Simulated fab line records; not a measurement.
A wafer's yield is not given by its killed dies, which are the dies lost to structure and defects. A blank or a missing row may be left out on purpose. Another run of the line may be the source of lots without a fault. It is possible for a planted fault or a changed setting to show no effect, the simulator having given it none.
Matching of chambers || flow n5_finfet || 3 sister chambers for N5_BEOL_M15_ILD_DEP_00 on pecvd-01
The step deposits SiO2 from TEOS/O2, target thk 1629.3 nm, time 346.1 s. 14 wafers are shown with their chamber, then 7 later ones without.

== WAFERS, EACH WITH ITS CHAMBER ==
{"wafer": "L942.2", "chamber": 0, "throttle_valve_pct (%)": 18.2, "heater_power_w (W)": 812, "showerhead_plenum_p_Torr (Torr)": 8.351}
{"wafer": "L942.3", "chamber": 2, "throttle_valve_pct (%)": 17.7, "heater_power_w (W)": 537, "showerhead_plenum_p_Torr (Torr)": 8.345}
{"wafer": "L942.4", "chamber": 0, "throttle_valve_pct (%)": 18.1, "heater_power_w (W)": 695, "showerhead_plenum_p_Torr (Torr)": 8.354}
{"wafer": "L956.3", "chamber": 0, "throttle_valve_pct (%)": 17.9, "heater_power_w (W)": 848, "showerhead_plenum_p_Torr (Torr)": 8.342}
{"wafer": "L956.4", "chamber": 2, "throttle_valve_pct (%)": 17.9, "heater_power_w (W)": 527, "showerhead_plenum_p_Torr (Torr)": 8.355}
{"wafer": "L956.6", "chamber": 1, "throttle_valve_pct (%)": 19.2, "heater_power_w (W)": 541, "showerhead_plenum_p_Torr (Torr)": 8.389}
{"wafer": "L957.2", "chamber": 1, "throttle_valve_pct (%)": 19.2, "heater_power_w (W)": 543, "showerhead_plenum_p_Torr (Torr)": 8.370}
{"wafer": "L957.4", "chamber": 1, "throttle_valve_pct (%)": 19.3, "heater_power_w (W)": 666, "showerhead_plenum_p_Torr (Torr)": 8.402}
{"wafer": "L957.6", "chamber": 0, "throttle_valve_pct (%)": 17.9, "heater_power_w (W)": 696, "showerhead_plenum_p_Torr (Torr)": 8.335}
{"wafer": "L959.1", "chamber": 1, "throttle_valve_pct (%)": 19.5, "heater_power_w (W)": 684, "showerhead_plenum_p_Torr (Torr)": 8.378}
{"wafer": "L959.2", "chamber": 0, "throttle_valve_pct (%)": 18.2, "heater_power_w (W)": 880, "showerhead_plenum_p_Torr (Torr)": 8.330}
{"wafer": "L959.3", "chamber": 2, "throttle_valve_pct (%)": 17.7, "heater_power_w (W)": 416, "showerhead_plenum_p_Torr (Torr)": 8.379}
{"wafer": "L960.3", "chamber": 1, "throttle_valve_pct (%)": 19.6, "heater_power_w (W)": 672, "showerhead_plenum_p_Torr (Torr)": 8.357}
{"wafer": "L960.5", "chamber": 1, "throttle_valve_pct (%)": 19.3, "heater_power_w (W)": 542, "showerhead_plenum_p_Torr (Torr)": 8.380}

SIGNATURES (averages over the wafers above)
{"reading": "throttle_valve_pct", "chamber 0": 18.060, "chamber 1": 19.350, "chamber 2": 17.767, "scatter within a chamber": 0.152}
{"reading": "heater_power_w", "chamber 0": 786.20, "chamber 1": 608.00, "chamber 2": 493.33, "scatter within a chamber": 76.9}
{"reading": "showerhead_plenum_p_Torr", "chamber 0": 8.34240, "chamber 1": 8.37933, "chamber 2": 8.35967, "scatter within a chamber": 0.0142}
Rule: distance of a wafer from a chamber = root of the sum over the readings of ((wafer's reading minus chamber's mean) / reading's scatter) squared. If the next closest chamber is less than 2 further off than the closest, the wafer can't be placed; otherwise it belongs to the closest. The scatter: take each reading less its chamber's mean, square it, sum over the shown wafers, divide by the number of wafers less the number of chambers, and take the root.

== WAFERS WHOSE CHAMBER IS MISSING ==
{"wafer": "L960.6", "throttle_valve_pct (%)": 17.8, "heater_power_w (W)": 535, "showerhead_plenum_p_Torr (Torr)": 8.375}
{"wafer": "L961.2", "throttle_valve_pct (%)": 17.6, "heater_power_w (W)": 427, "showerhead_plenum_p_Torr (Torr)": 8.367}
{"wafer": "L961.3", "throttle_valve_pct (%)": 19.4, "heater_power_w (W)": 559, "showerhead_plenum_p_Torr (Torr)": 8.368}
{"wafer": "L961.5", "throttle_valve_pct (%)": 17.8, "heater_power_w (W)": 495, "showerhead_plenum_p_Torr (Torr)": 8.355}
{"wafer": "L962.2", "throttle_valve_pct (%)": 17.8, "heater_power_w (W)": 553, "showerhead_plenum_p_Torr (Torr)": 8.377}
{"wafer": "L962.4", "throttle_valve_pct (%)": 19.4, "heater_power_w (W)": 542, "showerhead_plenum_p_Torr (Torr)": 8.371}
{"wafer": "L962.5", "throttle_valve_pct (%)": 17.8, "heater_power_w (W)": 416, "showerhead_plenum_p_Torr (Torr)": 8.346}

== WHICH CHAMBER EACH WENT THROUGH ==
{"wafer": "L960.6", "from the rows above": 2, "in truth": 2}
{"wafer": "L961.2", "from the rows above": 2, "in truth": 2}
{"wafer": "L961.3", "from the rows above": 1, "in truth": 1}
{"wafer": "L961.5", "from the rows above": 2, "in truth": 2}
{"wafer": "L962.2", "from the rows above": 2, "in truth": 2}
{"wafer": "L962.4", "from the rows above": 1, "in truth": 1}
{"wafer": "L962.5", "from the rows above": 2, "in truth": 2}
Placed correctly: 7 of 7. Number that these rows cannot place: 0. Placed wrongly: 0.
